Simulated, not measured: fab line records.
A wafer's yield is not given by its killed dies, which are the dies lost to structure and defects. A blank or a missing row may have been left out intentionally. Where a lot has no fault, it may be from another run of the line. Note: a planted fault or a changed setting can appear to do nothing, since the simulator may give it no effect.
fab line records	flow n5-finfet
record lots=24	wafers=72	last-day=18
route steps=1938 shown BEOL_M4@1069 BEOL_M5@1112
lots untouched by any fault: they come from a run of this same line in which no faults occurred
start-h: the number of hours between the record's first day and the start of the first shown wafer of the lot	wait-h: how many hours have passed since the lot's step before this one	" repeats the value in the row above	L1.1+2: several wafers, shown together as one row	- no value present, or no start provided	* or withheld: withheld	< > ~ a bound
route shown NAME@n: names a module that has steps shown in the file, with the first one's number in the route	usual: mean and standard deviation over wafers with no fault	same: alike in all rows	chamber/n: place in a boat	sites: the reading at each site	_std_site: the values' standard deviation	_edge_site: outer sites' mean less inner sites'	radius-mm: how far each site lies from the wafer's centre	mask NAME#n: copy n	behind: the most recent tool/chamber to have shaped the wafer	hold: why the lot went on hold/how many hours it stayed there/how the hold came to an end	device: the n, p or np transistor that did not switch	end of line: the tests these same wafers got at the end of their route	a step given without rows: its recipe and nothing more	killed: not the wafer's yield, but the dies lost to structure and defects at the first sort	map: shows each die of a wafer: x if killed, . if not, _ if none is there
set.NAME: the setting as run; set.NAME@STEP: as run at that earlier step	model.NAME: the simulator's own value behind a step, which no gauge read
one table for each step of the route and one row for each wafer, over a sample of lots
services: the hour from which a tool's chamber was out of use, counted from the record's first day as start-h (under 0 if before that day), plus the number of hours and why
## steps
# step N5_BEOL_M4_STRIP_36
# recipe chemistry=N2/H2	power-w=450	temp-c=40	pressure-mtorr=20	rf-frequency-hz=6e+07	overash-fraction=0.3	bias-power-w=7	h2-frac=0.5	n2-flow-sccm=200	h2-flow-sccm=200
# usual drypump-motor-current-A=5.64/0.28	oes-product-au=0.83/0.077	rf-vpp-V=59.4/1.4	showerhead-plenum-p-Torr=2.55/0.1	throttle-valve-pct=23.6/0.41
lot.wafer	tool	chamber	start-h	wait-h	drypump-motor-current-A	oes-product-au	rf-hours-counter-h	rf-vpp-V	showerhead-plenum-p-Torr	throttle-valve-pct
L074.3	rie-diel-01	2	170.10	0.0	5.83	0.78	127	58.2	2.44	23.7
L074.5	"	3	"	"	5.53	0.66	-	57.9	2.39	23.3
L074.6	"	0	"	"	5.73	0.84	-	58.6	2.51	24.0
L075.1	rie-diel-02	3	171.22	0.0	6.10	0.70	182	56.9	2.51	23.0
L075.3	"	2	"	"	5.37	0.91	21	56.9	2.51	23.3
L075.5	"	2	"	"	5.36	0.91	-	58.5	2.51	23.3
L076.2	rie-diel-01	1	192.36	0.0	5.54	0.95	9	57.1	2.64	24.1
L076.4	"	0	"	"	5.68	0.84	58	60.4	2.50	24.0
L076.5	"	1	"	"	5.57	0.94	-	60.6	2.64	24.1
L078.4	rie-diel-06	3	195.33	0.0	5.27	0.83	71	60.7	2.46	24.0
L078.5	"	1	"	"	6.00	0.89	-	59.5	2.69	23.3
L078.6	"	2	"	"	5.14	0.88	-	59.3	2.56	23.5
L077.1	rie-diel-01	1	198.86	0.0	5.54	0.94	10	59.7	2.64	24.0
L077.4	"	2	"	"	5.86	0.75	137	58.8	2.43	23.7
L077.5	"	0	"	"	5.72	0.82	-	58.8	2.50	24.0
L079.4	rie-diel-06	2	199.00	0.0	5.13	0.90	40	60.5	2.56	23.5
L079.5	"	2	"	"	5.11	0.88	-	57.7	2.56	23.5
L079.6	"	1	"	"	5.98	0.90	-	58.1	2.69	23.3
L081.2	rie-diel-02	2	205.71	0.0	5.35	0.88	34	57.0	2.50	23.3
L081.3	"	1	"	"	5.57	0.92	26	61.3	2.72	23.3
L081.5	"	3	"	"	6.13	0.71	-	59.1	2.50	23.0
L080.2	rie-diel-06	1	210.44	0.0	5.97	0.87	60	61.4	2.68	23.3
L080.3	"	3	"	"	5.28	0.82	75	61.1	2.46	24.0
L080.6	"	3	"	"	5.28	0.81	-	57.6	2.46	24.0
L082.2	rie-diel-06	1	217.71	0.0	5.96	0.88	62	60.4	2.68	23.4
L082.3	"	2	"	"	5.17	0.88	45	59.9	2.56	23.5
L082.4	"	3	"	"	5.29	0.82	78	59.7	2.46	24.0
L083.2	rie-diel-02	1	232.47	0.0	5.57	0.92	35	60.6	2.71	23.3
L083.4	"	0	"	"	5.94	0.85	-	61.0	2.59	23.8
L083.6	"	3	"	"	6.11	0.69	-	57.8	2.50	23.0
L084.1	rie-diel-01	3	236.05	0.0	5.53	0.93	15	61.5	2.70	22.9
L084.2	"	0	"	"	5.68	0.81	72	59.6	2.50	24.0
L084.3	"	1	"	"	5.52	0.90	23	58.4	2.64	24.1
L085.3	rie-diel-02	0	239.07	0.0	6.00	0.84	95	60.1	2.59	23.8
L085.4	"	3	"	"	6.10	0.70	208	60.1	2.50	23.0
L085.6	"	1	"	"	5.56	0.89	-	61.2	2.71	23.3
L087.1	rie-diel-02	0	242.05	0.0	5.96	0.84	97	57.4	2.59	23.8
L087.2	"	2	"	"	5.37	0.87	43	60.8	2.50	23.3
L087.3	"	3	"	"	6.10	0.69	209	57.5	2.50	23.0
L086.1	rie-diel-01	1	245.10	0.0	5.53	0.91	27	61.9	2.64	24.1
L086.5	"	0	"	"	5.74	0.81	-	58.1	2.50	24.0
L086.6	"	1	"	"	5.55	0.90	-	60.4	2.64	24.1
L088.2	rie-diel-06	3	268.65	0.0	5.29	0.80	96	59.4	2.45	24.0
L088.3	"	2	"	"	5.13	0.84	63	61.5	2.55	23.6
L088.6	"	0	"	"	5.71	0.71	-	60.2	2.41	24.1
L090.3	rie-diel-02	0	271.32	0.0	5.99	0.82	106	57.5	2.58	23.8
L090.5	"	1	"	"	5.58	0.89	-	58.2	2.71	23.3
L090.6	"	2	"	"	5.37	0.87	-	60.5	2.50	23.3
L089.1	rie-diel-02	3	272.26	0.0	6.12	0.70	219	57.6	2.49	23.0
L089.2	"	0	"	"	5.96	0.82	107	57.3	2.58	23.8
L089.5	"	2	"	"	5.38	0.87	-	59.8	2.50	23.3
L091.1	rie-diel-06	1	278.38	0.0	5.98	0.85	84	61.0	2.67	23.3
L091.3	"	0	"	"	5.72	0.71	196	60.7	2.41	24.1
L091.5	"	3	"	"	5.30	0.82	-	61.5	2.45	24.0
L093.1	rie-diel-02	1	284.08	0.0	5.57	0.88	53	60.7	2.71	23.3
L093.3	"	3	"	"	6.10	0.69	224	59.1	2.49	23.0
L093.4	"	2	"	"	5.36	0.85	56	57.4	2.50	23.3
L092.3	rie-diel-01	3	292.20	0.0	5.52	0.91	35	59.6	2.69	23.0
L092.4	"	2	"	"	5.85	0.72	170	59.5	2.42	23.7
L092.5	"	3	"	"	5.53	0.89	-	59.1	2.69	23.0
L094.1	rie-diel-01	2	299.25	0.0	5.87	0.72	174	59.5	2.42	23.7
L094.4	"	1	"	"	5.53	0.87	49	57.5	2.63	24.1
L094.5	"	3	"	"	5.51	0.89	-	57.4	2.69	23.0
L095.2	rie-diel-01	1	299.66	0.0	5.49	0.87	49	60.1	2.63	24.1
L095.5	"	0	"	"	5.72	0.78	-	59.4	2.49	24.1
L095.6	"	3	"	"	5.49	0.90	-	60.8	2.69	23.0
L097.3	rie-diel-01	2	308.95	0.0	5.84	0.71	176	59.6	2.42	23.7
L097.5	"	0	"	"	5.69	0.79	-	59.2	2.49	24.1
L097.6	"	1	"	"	5.54	0.87	-	59.3	2.63	24.1
L096.2	rie-diel-06	1	312.39	0.0	5.98	0.84	94	60.0	2.67	23.4
L096.3	"	3	"	"	5.26	0.78	112	59.3	2.44	24.1
L096.5	"	2	"	"	5.14	0.82	-	59.8	2.54	23.6
# step N5_BEOL_M4_DEGAS_44
# recipe ambient=vacuum	temp-c=250	time-s=60
# usual heater-power-w=343/51
lot.wafer	tool	chamber	start-h	wait-h	heater-power-w
L074.3	pvd-sputter-02	-	170.90	0.4	296
L074.5	"	-	"	"	305
L074.6	"	-	"	"	457
L075.1	pvd-sputter-02	-	172.50	0.9	314
L075.3	"	-	"	"	452
L075.5	"	-	"	"	298
L076.2	pvd-sputter-03	-	192.85	0.1	350
L076.4	"	-	"	"	301
L076.5	"	-	"	"	350
L078.4	pvd-sputter-03	-	195.72	0.0	354
L078.5	"	-	"	"	362
L078.6	"	-	"	"	346
L077.1	pvd-sputter-03	-	199.24	0.0	350
L077.4	"	-	"	"	358
L077.5	"	-	"	"	348
L079.4	pvd-sputter-03	-	199.39	0.0	292
L079.5	"	-	"	"	362
L079.6	"	-	"	"	354
L081.2	pvd-sputter-02	-	207.87	1.8	297
L081.3	"	-	"	"	456
L081.5	"	-	"	"	296
L080.2	pvd-sputter-01	-	210.94	0.2	291
L080.3	"	-	"	"	370
L080.6	"	-	"	"	369
L082.2	pvd-sputter-03	-	218.65	0.6	300
L082.3	"	-	"	"	353
L082.4	"	-	"	"	355
L083.2	pvd-sputter-02	-	233.22	0.4	474
L083.4	"	-	"	"	320
L083.6	"	-	"	"	468
L084.1	pvd-sputter-02	-	236.57	0.1	458
L084.2	"	-	"	"	292
L084.3	"	-	"	"	313
L085.3	pvd-sputter-01	-	239.78	0.4	375
L085.4	"	-	"	"	357
L085.6	"	-	"	"	304
L087.1	pvd-sputter-02	-	242.64	0.2	323
L087.2	"	-	"	"	300
L087.3	"	-	"	"	299
L086.1	pvd-sputter-02	-	245.86	0.4	290
L086.5	"	-	"	"	301
L086.6	"	-	"	"	323
L088.2	pvd-sputter-03	-	269.23	0.2	356
L088.3	"	-	"	"	355
L088.6	"	-	"	"	304
L090.3	pvd-sputter-01	-	272.58	0.9	361
L090.5	"	-	"	"	364
L090.6	"	-	"	"	297
L089.1	pvd-sputter-02	-	273.01	0.4	316
L089.2	"	-	"	"	473
L089.5	"	-	"	"	291
L091.1	pvd-sputter-01	-	279.11	0.4	347
L091.3	"	-	"	"	374
L091.5	"	-	"	"	299
L093.1	pvd-sputter-02	-	284.56	0.1	290
L093.3	"	-	"	"	321
L093.4	"	-	"	"	299
L092.3	pvd-sputter-02	-	293.10	0.5	452
L092.4	"	-	"	"	286
L092.5	"	-	"	"	301
L094.1	pvd-sputter-01	-	299.96	0.4	297
L094.4	"	-	"	"	344
L094.5	"	-	"	"	355
L095.2	pvd-sputter-02	-	300.35	0.3	465
L095.5	"	-	"	"	305
L095.6	"	-	"	"	455
L097.3	pvd-sputter-03	-	309.36	0.1	358
L097.5	"	-	"	"	306
L097.6	"	-	"	"	350
L096.2	pvd-sputter-02	-	312.85	0.1	299
L096.3	"	-	"	"	466
L096.5	"	-	"	"	316
# step N5_BEOL_M4_SPUTTER_48
# recipe material=Cu	target-thk-a=45	temp-c=-20	chamber-pressure-pa=0.07	power-w=withheld	time-s=8.29
# usual throttle-valve-pct=29.5/1.2
lot.wafer	tool	chamber	start-h	wait-h	throttle-valve-pct
L074.3	pvd-sputter-01	-	171.51	0.1	29.4
L074.5	"	-	"	"	29.5
L074.6	"	-	"	"	28.5
L075.1	pvd-sputter-03	-	173.78	0.5	31.6
L075.3	"	-	"	"	28.9
L075.5	"	-	"	"	32.1
L076.2	pvd-sputter-02	-	193.49	0.1	30.8
L076.4	"	-	"	"	28.6
L076.5	"	-	"	"	28.3
L078.4	pvd-sputter-01	-	196.34	0.0	28.2
L078.5	"	-	"	"	28.5
L078.6	"	-	"	"	28.1
L077.1	pvd-sputter-03	-	199.98	0.1	31.9
L077.4	"	-	"	"	28.9
L077.5	"	-	"	"	31.6
L079.4	pvd-sputter-02	-	201.49	1.3	28.7
L079.5	"	-	"	"	29.3
L079.6	"	-	"	"	31.0
L081.2	pvd-sputter-01	-	208.54	0.1	28.5
L081.3	"	-	"	"	28.2
L081.5	"	-	"	"	30.9
L080.2	pvd-sputter-02	-	211.55	0.1	30.7
L080.3	"	-	"	"	28.3
L080.6	"	-	"	"	29.0
L082.2	pvd-sputter-02	-	219.56	0.1	30.7
L082.3	"	-	"	"	28.6
L082.4	"	-	"	"	28.9
L083.2	pvd-sputter-02	-	233.92	0.2	28.2
L083.4	"	-	"	"	28.8
L083.6	"	-	"	"	28.7
L084.1	pvd-sputter-03	-	237.99	0.1	32.2
L084.2	"	-	"	"	31.5
L084.3	"	-	"	"	28.7
L085.3	pvd-sputter-02	-	240.36	0.1	29.0
L085.4	"	-	"	"	28.5
L085.6	"	-	"	"	30.9
L087.1	pvd-sputter-02	-	243.36	0.1	28.7
L087.2	"	-	"	"	28.5
L087.3	"	-	"	"	29.0
L086.1	pvd-sputter-02	-	246.48	0.1	28.7
L086.5	"	-	"	"	29.1
L086.6	"	-	"	"	28.6
L088.2	pvd-sputter-02	-	270.67	0.6	28.7
L088.3	"	-	"	"	28.2
L088.6	"	-	"	"	30.4
L090.3	pvd-sputter-01	-	273.22	0.1	31.1
L090.5	"	-	"	"	28.2
L090.6	"	-	"	"	29.3
L089.1	pvd-sputter-02	-	273.83	0.3	28.3
L089.2	"	-	"	"	28.5
L089.5	"	-	"	"	30.8
L091.1	pvd-sputter-03	-	279.93	0.2	29.6
L091.3	"	-	"	"	31.5
L091.5	"	-	"	"	32.0
L093.1	pvd-sputter-01	-	287.29	1.8	28.3
L093.3	"	-	"	"	30.9
L093.4	"	-	"	"	28.2
L092.3	pvd-sputter-03	-	293.74	0.1	31.3
L092.4	"	-	"	"	29.0
L092.5	"	-	"	"	31.5
L094.1	pvd-sputter-01	-	300.62	0.2	28.3
L094.4	"	-	"	"	29.3
L094.5	"	-	"	"	28.6
L095.2	pvd-sputter-01	-	302.46	1.5	28.4
L095.5	"	-	"	"	28.3
L095.6	"	-	"	"	28.3
L097.3	pvd-sputter-02	-	309.96	0.1	30.8
L097.5	"	-	"	"	28.7
L097.6	"	-	"	"	30.7
L096.2	pvd-sputter-02	-	313.45	0.1	30.9
L096.3	"	-	"	"	28.7
L096.5	"	-	"	"	29.0
# step N5_BEOL_M5_ILD_DEP_00
# recipe material=SiCOH_lowk	target-thk-a=1406.4	temp-c=300	precursor=DEMS/porogen	pressure-torr=5	rf-w=500	time-s=25.9
# usual chamber-pressure-Torr=4.999/0.01	heater-power-w=324/55	rf-fwd-power-W=494.5/2.1	showerhead-plenum-p-Torr=5.739/0.017	throttle-valve-pct=13.8/0.86
lot.wafer	tool	chamber	start-h	wait-h	chamber-pressure-Torr	heater-power-w	rf-fwd-power-W	showerhead-plenum-p-Torr	throttle-valve-pct
L074.3	pecvd-04	2	175.33	0.5	4.979	386	494.0	5.747	14.0
L074.5	"	0	"	"	4.997	281	496.6	5.757	14.5
L074.6	"	1	"	"	4.994	378	493.6	5.727	12.6
L075.1	pecvd-01	0	177.67	0.8	4.993	385	496.1	5.766	14.7
L075.3	"	1	"	"	4.988	287	495.9	5.730	14.5
L075.5	"	0	"	"	5.009	314	496.6	5.774	15.0
L076.2	pecvd-04	1	197.31	0.7	5.003	401	491.8	5.713	12.4
L076.4	"	0	"	"	4.999	294	491.4	5.750	14.1
L076.5	"	1	"	"	5.002	417	492.8	5.718	12.2
L078.4	pecvd-02	2	201.60	0.4	5.010	249	496.4	5.737	12.8
L078.5	"	0	"	"	5.012	369	496.4	5.736	13.5
L078.6	"	2	"	"	4.991	251	493.7	5.733	12.9
L077.1	pecvd-02	2	203.80	0.8	4.989	214	493.7	5.731	12.8
L077.4	"	1	"	"	5.009	318	494.7	5.735	14.6
L077.5	"	1	"	"	5.017	319	492.2	5.722	14.4
L079.4	pecvd-04	1	205.38	0.4	4.998	395	491.6	5.733	12.2
L079.5	"	2	"	"	4.984	370	491.9	5.740	14.3
L079.6	"	0	"	"	5.008	298	493.5	5.751	14.6
L081.2	pecvd-01	0	212.39	0.7	4.998	336	494.2	5.778	14.7
L081.3	"	2	"	"	4.986	322	498.4	5.753	12.6
L081.5	"	0	"	"	4.999	349	497.0	5.761	14.8
L080.2	pecvd-04	2	215.49	0.7	5.006	369	493.3	5.732	14.1
L080.3	"	1	"	"	4.985	387	491.8	5.713	12.3
L080.6	"	1	"	"	4.983	390	492.5	5.728	12.4
L082.2	pecvd-02	2	223.94	0.7	4.982	241	494.9	5.741	13.3
L082.3	"	1	"	"	5.016	352	495.1	5.720	14.5
L082.4	"	1	"	"	4.991	343	493.4	5.739	14.0
L083.2	pecvd-04	1	237.99	0.7	4.997	407	490.8	5.720	12.4
L083.4	"	2	"	"	4.989	413	494.4	5.738	13.9
L083.6	"	0	"	"	5.001	234	493.1	5.767	14.4
L084.1	pecvd-04	2	242.19	0.8	5.020	345	493.7	5.740	13.9
L084.2	"	0	"	"	5.005	244	493.1	5.760	14.5
L084.3	"	1	"	"	5.010	331	491.4	5.725	12.2
L085.3	pecvd-02	2	244.19	0.5	4.996	197	496.1	5.744	13.0
L085.4	"	1	"	"	4.997	343	494.8	5.712	14.4
L085.6	"	2	"	"	5.003	204	496.5	5.738	13.1
L087.1	pecvd-02	2	247.19	0.8	5.019	231	490.8	5.761	13.1
L087.2	"	0	"	"	4.998	363	497.3	5.745	13.9
L087.3	"	0	"	"	4.990	378	498.1	5.755	13.9
L086.1	pecvd-01	0	250.40	0.8	5.006	363	495.7	5.773	14.6
L086.5	"	1	"	"	5.001	319	496.1	5.705	15.0
L086.6	"	2	"	"	5.006	310	491.3	5.750	12.7
L088.2	pecvd-02	0	274.49	0.7	5.011	346	493.8	5.723	13.9
L088.3	"	1	"	"	5.009	356	494.1	5.730	14.7
L088.6	"	0	"	"	5.006	333	496.0	5.735	13.9
L090.3	pecvd-04	2	277.07	0.5	5.000	359	494.3	5.744	13.9
L090.5	"	2	"	"	5.000	369	493.9	5.730	14.2
L090.6	"	1	"	"	4.993	408	493.0	5.724	12.3
L089.1	pecvd-02	1	277.79	0.8	4.993	296	493.1	5.734	14.6
L089.2	"	0	"	"	4.998	372	496.6	5.750	14.0
L089.5	"	0	"	"	4.983	368	497.6	5.742	13.7
L091.1	pecvd-04	2	283.75	0.8	4.994	352	495.5	5.735	14.1
L091.3	"	0	"	"	4.971	296	491.5	5.763	14.5
L091.5	"	2	"	"	4.995	370	494.6	5.751	14.0
L093.1	pecvd-01	1	291.47	0.8	4.994	263	495.7	5.698	14.9
L093.3	"	2	"	"	5.019	331	494.4	5.759	13.0
L093.4	"	2	"	"	4.993	339	492.7	5.755	12.8
L092.3	pecvd-01	0	297.56	0.5	5.012	365	497.3	5.777	14.7
L092.4	"	2	"	"	4.990	284	494.1	5.749	13.2
L092.5	"	1	"	"	5.017	245	499.3	5.715	14.6
L094.1	pecvd-02	2	304.44	0.8	5.002	247	495.3	5.752	13.0
L094.4	"	2	"	"	4.989	242	496.2	5.752	13.0
L094.5	"	0	"	"	5.009	370	497.2	5.730	14.0
L095.2	pecvd-04	2	306.67	0.7	4.997	373	493.6	5.739	13.9
L095.5	"	0	"	"	5.008	288	495.5	5.748	14.5
L095.6	"	2	"	"	4.999	379	494.4	5.744	14.2
L097.3	pecvd-01	2	313.78	0.5	5.006	340	495.2	5.746	13.2
L097.5	"	0	"	"	4.994	375	498.1	5.772	14.7
L097.6	"	1	"	"	4.987	289	494.0	5.714	15.1
L096.2	pecvd-04	1	317.27	0.7	5.001	394	494.6	5.713	12.5
L096.3	"	2	"	"	5.007	357	494.2	5.742	14.3
L096.5	"	0	"	"	4.987	264	495.1	5.759	14.5
# step N5_BEOL_M5_INSPECT_13
# recipe mode=adi	inspect-instrument=brightfield
# usual raw-defect-count=426/110
lot.wafer	tool	chamber	start-h	wait-h	raw-defect-count
L074.3	defect-inspect-01	-	176.62	0.0	257
L074.5	"	-	"	"	397
L074.6	"	-	"	"	372
L075.1	defect-inspect-02	-	179.71	0.1	360
L075.3	"	-	"	"	457
L075.5	"	-	"	"	408
L076.2	defect-inspect-01	-	199.11	0.0	498
L076.4	"	-	"	"	389
L076.5	"	-	"	"	431
L078.4	defect-inspect-02	-	203.20	0.0	502
L078.5	"	-	"	"	450
L078.6	"	-	"	"	535
L077.1	defect-inspect-02	-	205.88	0.1	704
L077.4	"	-	"	"	523
L077.5	"	-	"	"	457
L079.4	defect-inspect-02	-	208.55	0.0	420
L079.5	"	-	"	"	420
L079.6	"	-	"	"	330
L081.2	defect-inspect-01	-	214.89	0.0	506
L081.3	"	-	"	"	420
L081.5	"	-	"	"	748
L080.2	defect-inspect-02	-	217.21	0.0	405
L080.3	"	-	"	"	369
L080.6	"	-	"	"	440
L082.2	defect-inspect-01	-	225.68	0.0	309
L082.3	"	-	"	"	298
L082.4	"	-	"	"	272
L083.2	defect-inspect-01	-	239.99	0.0	439
L083.4	"	-	"	"	540
L083.6	"	-	"	"	419
L084.1	defect-inspect-01	-	246.17	0.1	756
L084.2	"	-	"	"	611
L084.3	"	-	"	"	604
L085.3	defect-inspect-02	-	246.21	0.0	353
L085.4	"	-	"	"	260
L085.6	"	-	"	"	316
L087.1	defect-inspect-01	-	249.34	0.1	447
L087.2	"	-	"	"	387
L087.3	"	-	"	"	362
L086.1	defect-inspect-02	-	254.49	0.1	470
L086.5	"	-	"	"	436
L086.6	"	-	"	"	352
L088.2	defect-inspect-02	-	276.40	0.0	789
L088.3	"	-	"	"	517
L088.6	"	-	"	"	628
L090.3	defect-inspect-01	-	279.43	0.0	260
L090.5	"	-	"	"	346
L090.6	"	-	"	"	413
L089.1	defect-inspect-02	-	279.64	0.1	375
L089.2	"	-	"	"	456
L089.5	"	-	"	"	305
L091.1	defect-inspect-02	-	285.24	0.1	363
L091.3	"	-	"	"	519
L091.5	"	-	"	"	389
L093.1	defect-inspect-01	-	293.52	0.1	424
L093.3	"	-	"	"	507
L093.4	"	-	"	"	380
L092.3	defect-inspect-02	-	299.97	0.0	284
L092.4	"	-	"	"	446
L092.5	"	-	"	"	198
L094.1	defect-inspect-01	-	305.84	0.1	636
L094.4	"	-	"	"	739
L094.5	"	-	"	"	453
L095.2	defect-inspect-02	-	309.19	0.0	377
L095.5	"	-	"	"	348
L095.6	"	-	"	"	320
L097.3	defect-inspect-02	-	316.31	0.0	302
L097.5	"	-	"	"	385
L097.6	"	-	"	"	361
L096.2	defect-inspect-02	-	318.46	0.1	442
L096.3	"	-	"	"	486
L096.5	"	-	"	"	334
# step N5_BEOL_M5_CD_MEAS_18
# recipe pitch-nm=56	target-cd-nm=28
# usual cd-nm=28.1/0.39
lot.wafer	tool	chamber	start-h	wait-h	cd-nm
L074.3	cd-sem-02	-	177.17	0.1	27.3
L074.5	"	-	"	"	28.4
L074.6	"	-	"	"	27.6
L075.1	cd-sem-01	-	180.25	0.0	27.3
L075.3	"	-	"	"	28.3
L075.5	"	-	"	"	27.7
L076.2	cd-sem-02	-	199.57	0.1	27.8
L076.4	"	-	"	"	28.3
L076.5	"	-	"	"	28.2
L078.4	cd-sem-01	-	203.70	0.0	27.8
L078.5	"	-	"	"	27.9
L078.6	"	-	"	"	27.8
L077.1	cd-sem-03	-	206.36	0.0	28.1
L077.4	"	-	"	"	27.9
L077.5	"	-	"	"	28.0
L079.4	cd-sem-01	-	209.02	0.1	28.7
L079.5	"	-	"	"	28.4
L079.6	"	-	"	"	28.8
L081.2	cd-sem-03	-	215.36	0.1	28.6
L081.3	"	-	"	"	27.7
L081.5	"	-	"	"	27.9
L080.2	cd-sem-01	-	217.75	0.1	28.1
L080.3	"	-	"	"	28.1
L080.6	"	-	"	"	28.2
L082.2	cd-sem-01	-	226.42	0.1	27.5
L082.3	"	-	"	"	28.0
L082.4	"	-	"	"	27.8
L083.2	cd-sem-01	-	240.46	0.1	28.1
L083.4	"	-	"	"	28.5
L083.6	"	-	"	"	27.9
L084.1	cd-sem-01	-	246.64	0.0	27.6
L084.2	"	-	"	"	28.6
L084.3	"	-	"	"	28.0
L085.3	cd-sem-01	-	246.83	0.1	28.4
L085.4	"	-	"	"	28.2
L085.6	"	-	"	"	28.2
L087.1	cd-sem-03	-	249.81	0.0	28.2
L087.2	"	-	"	"	28.5
L087.3	"	-	"	"	28.2
L086.1	cd-sem-02	-	254.95	0.0	29.1
L086.5	"	-	"	"	28.0
L086.6	"	-	"	"	28.1
L088.2	cd-sem-01	-	276.87	0.1	28.1
L088.3	"	-	"	"	28.1
L088.6	"	-	"	"	28.6
L090.3	cd-sem-01	-	279.91	0.1	28.4
L090.5	"	-	"	"	27.9
L090.6	"	-	"	"	27.5
L089.1	cd-sem-02	-	280.13	0.0	28.0
L089.2	"	-	"	"	28.2
L089.5	"	-	"	"	27.5
L091.1	cd-sem-01	-	286.23	0.1	27.6
L091.3	"	-	"	"	28.3
L091.5	"	-	"	"	28.2
L093.1	cd-sem-03	-	295.41	0.0	28.2
L093.3	"	-	"	"	27.6
L093.4	"	-	"	"	27.7
L092.3	cd-sem-02	-	300.83	0.1	28.0
L092.4	"	-	"	"	27.6
L092.5	"	-	"	"	28.0
L094.1	cd-sem-02	-	307.00	0.0	28.0
L094.4	"	-	"	"	27.8
L094.5	"	-	"	"	27.8
L095.2	cd-sem-01	-	310.05	0.1	27.8
L095.5	"	-	"	"	28.7
L095.6	"	-	"	"	27.8
L097.3	cd-sem-01	-	316.79	0.1	27.8
L097.5	"	-	"	"	27.4
L097.6	"	-	"	"	27.5
L096.2	cd-sem-02	-	318.96	0.1	27.5
L096.3	"	-	"	"	28.0
L096.5	"	-	"	"	27.8
## services
tool	chamber	start-h	hours	kind
rie-diel-01	1	153.05	-	clean
rie-diel-01	1	153.05	-	consumable-replace:focus-ring
rie-diel-01	1	153.05	14.7	scheduled-down
rie-diel-01	1	153.05	14.7	vent-cycle
pecvd-01	-	157.44	1.0	repair
rie-diel-01	3	171.36	-	clean
rie-diel-01	3	171.36	-	consumable-replace:focus-ring
rie-diel-01	3	171.36	-	consumable-replace:showerhead
rie-diel-01	3	171.36	16.3	scheduled-down
rie-diel-01	3	171.36	16.3	vent-cycle
pecvd-04	0	190.99	5.5	scheduled-down
pecvd-04	2	196.45	5.5	scheduled-down
pecvd-02	1	196.85	5.5	scheduled-down
pecvd-02	0	203.08	10.7	repair
pecvd-01	-	203.62	2.8	pm
pecvd-02	-	221.51	0.5	repair
rie-diel-02	2	227.14	8.3	repair
pecvd-04	-	242.81	2.6	repair
pecvd-01	-	251.47	0.4	repair
rie-diel-06	1	284.61	7.2	repair
pecvd-04	2	293.80	6.1	repair
pvd-sputter-01	-	305.83	20.9	repair
rie-diel-06	0	306.58	3.3	repair
pecvd-02	1	315.71	18.0	repair
## key
fault none
